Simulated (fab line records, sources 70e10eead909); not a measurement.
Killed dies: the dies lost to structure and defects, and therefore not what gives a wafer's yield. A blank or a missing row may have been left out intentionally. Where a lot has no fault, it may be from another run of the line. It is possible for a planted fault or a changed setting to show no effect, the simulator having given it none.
8D (eight disciplines) problem report, filled in by code | flow nandHarc | the parts of the form that need people (team, actions taken, sign-off) are left out

## 1. WHAT WENT WRONG
At NHARC_END_SORT_01, killedAtPeriphery averages 638.5 over 2 wafers from 2 lots, while fault-free wafers read 4.1, standard deviation 3. So: +99 or more standard deviations from the usual mean.
The first sign was on wafer L638.4 at day 29 09:20, on prober-02. Wafers with a number at this step in the record: 9, from 3 lots. Rule for "out" (also "out of limits"): further than 4 standard deviations from the usual mean. Any other wafer with a number is counted as sound.

## 2. WHAT IT IS; WHAT IT IS NOT
question                    | is                                                                                                          | is not
which readings at this step | killedAtPeriphery, defectLimitedYield, killedDies, sort_bin_2_pct, sortNPass, sortRimYieldPct, sortYieldPct | killedAtArray, killedAtOther, killedOpen, killedShort, sort_bin_3_pct, sort_bin_4_pct
which lots                  | L638, L639                                                                                                  | L631
which wafers of those lots  | L638.4, L639.6                                                                                              | L638.2, L638.5, L639.1, L639.2
read on which gauges        | prober-02                                                                                                   | prober-01
when                        | from day 29 09:20                                                                                           | up to then (4 sound wafers); but 3 sound wafers of L638, L639 came after

## 3. WHAT RULES OUT EACH SUSPECT
Counting: any tool at a process step up to the reading remains a suspect provided it ran every lot that is out. Sound lots after the first of them don't rule it out here, since some wafers of a struck lot are sound.
- the gauge at NHARC_END_SORT_01: kept. All the wafers that are out were read on prober-02, and no step on other tools shows them out.
- pecvd-01 at NHARC_P_M0_DEP_00 (deposits SiOC, target thk 150 nm): kept. It ran every lot that is out, first L638 (day 11 08:03).
What counting leaves: pecvd-01 at NHARC_P_M0_DEP_00 and prober-02 at NHARC_END_SORT_01.

## 4. THE CAUSE (what the simulator had put in)
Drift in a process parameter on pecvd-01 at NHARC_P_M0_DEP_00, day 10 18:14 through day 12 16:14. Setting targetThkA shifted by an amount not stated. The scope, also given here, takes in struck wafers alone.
2 suspects survive the count, and this tool is in that group.

## 5. THE CHAIN OF EFFECTS, in route order
One row per reading whose mean, taken over the struck wafers that have a number, lies over 3 standard deviations from the usual. Scope: only readings with a usual standard deviation given in the record; hours: median across lots of the time from each lot's start at the first step in this table that gives one to its start at this step; sigmas: change in usual standard deviations.
hours | step              | reading            | usual  | on struck wafers | change | sigmas
0     | NHARC_END_SORT_01 | defectLimitedYield | 92.5 % | 0.0              | -92.5  | -37
0     | NHARC_END_SORT_01 | killedAtPeriphery  | 4.1    | 638.5            | +634.4 | +99 or more
0     | NHARC_END_SORT_01 | killedDies         | 51     | 677              | +626   | +37
0     | NHARC_END_SORT_01 | sort_bin_2_pct     | 2.6 %  | 95.9             | +93.3  | +85
0     | NHARC_END_SORT_01 | sortNPass          | 626    | 0                | -626   | -37
0     | NHARC_END_SORT_01 | sortRimYieldPct    | 88 %   | 0                | -88    | -19
0     | NHARC_END_SORT_01 | sortYieldPct       | 92.5 % | 0.0              | -92.5  | -37

## 6. WHAT WOULD HAVE CAUGHT IT SOONER
The first out-of-limits reading at a measuring or inspecting step in this record came at day 29 09:20, 447 hours after the fault's start at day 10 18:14.
All the lots that are out (2) had begun NHARC_P_M0_DEP_00 on pecvd-01 by day 29 09:20. A hold on the tool at that time would have spared none of them.
